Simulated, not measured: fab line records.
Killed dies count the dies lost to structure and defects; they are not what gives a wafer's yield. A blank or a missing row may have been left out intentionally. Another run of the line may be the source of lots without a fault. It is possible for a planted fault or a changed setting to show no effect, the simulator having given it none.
Chamber matching + flow nandHarc + NHARC_P_CONTACT_CMP_24 on cmp-01 has 4 sister chambers
The step polishes, t overpolish 30 s, target thk 200 nm. 4 wafers are shown with their chamber, then 11 later ones without.

WAFERS WITH THEIR CHAMBER
| wafer  | chamber | motorCurrentA (A) |
|--------|---------|-------------------|
| L085.4 | 1       | 9.9               |
| L091.3 | 3       | 13.2              |
| L091.4 | 0       | 11.3              |
| L092.4 | 2       | 8.6               |

WAFERS WITH NO CHAMBER GIVEN
| wafer  | motorCurrentA (A) |
|--------|-------------------|
| L092.5 | 9.1               |
| L092.6 | 9.9               |
| L095.2 | 11.1              |
| L095.5 | 11.4              |
| L095.6 | 12.7              |
| L096.2 | 10.3              |
| L096.3 | 11.5              |
| L096.5 | 10.9              |
| L097.1 | 10.8              |
| L097.2 | 12.9              |
| L097.5 | 9.8               |

THE CHAMBER EACH PASSED THROUGH
| wafer  | from the rows above     | in truth |
|--------|-------------------------|----------|
| L092.5 | can't be placed: 2 or 1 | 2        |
| L092.6 | 1                       | 1        |
| L095.2 | 0                       | 0        |
| L095.5 | 0                       | 0        |
| L095.6 | 3                       | 3        |
| L096.2 | can't be placed: 1 or 0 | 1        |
| L096.3 | 0                       | 0        |
| L096.5 | can't be placed: 0 or 1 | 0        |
| L097.1 | can't be placed: 0 or 1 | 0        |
| L097.2 | 3                       | 3        |
| L097.5 | 1                       | 1        |
Correct placement for 7 of the 11. Unplaceable from these rows: 4, with the true chamber sitting among the candidates in 4. 0 placed wrongly.
How it was worked out, from the rows above alone: a wafer's distance from a chamber is the root of the sum, over the readings, of the square of ((its reading less the chamber's mean) divided by the reading's scatter). If the next closest chamber is less than 2 further off than the closest, the wafer can't be placed; otherwise it belongs to the closest. The mean given for a chamber averages the wafers shown for that chamber. The scatter (one wafer shown for each chamber): square how far every hidden wafer sits from the nearest shown wafer, average those squares and take the square root.
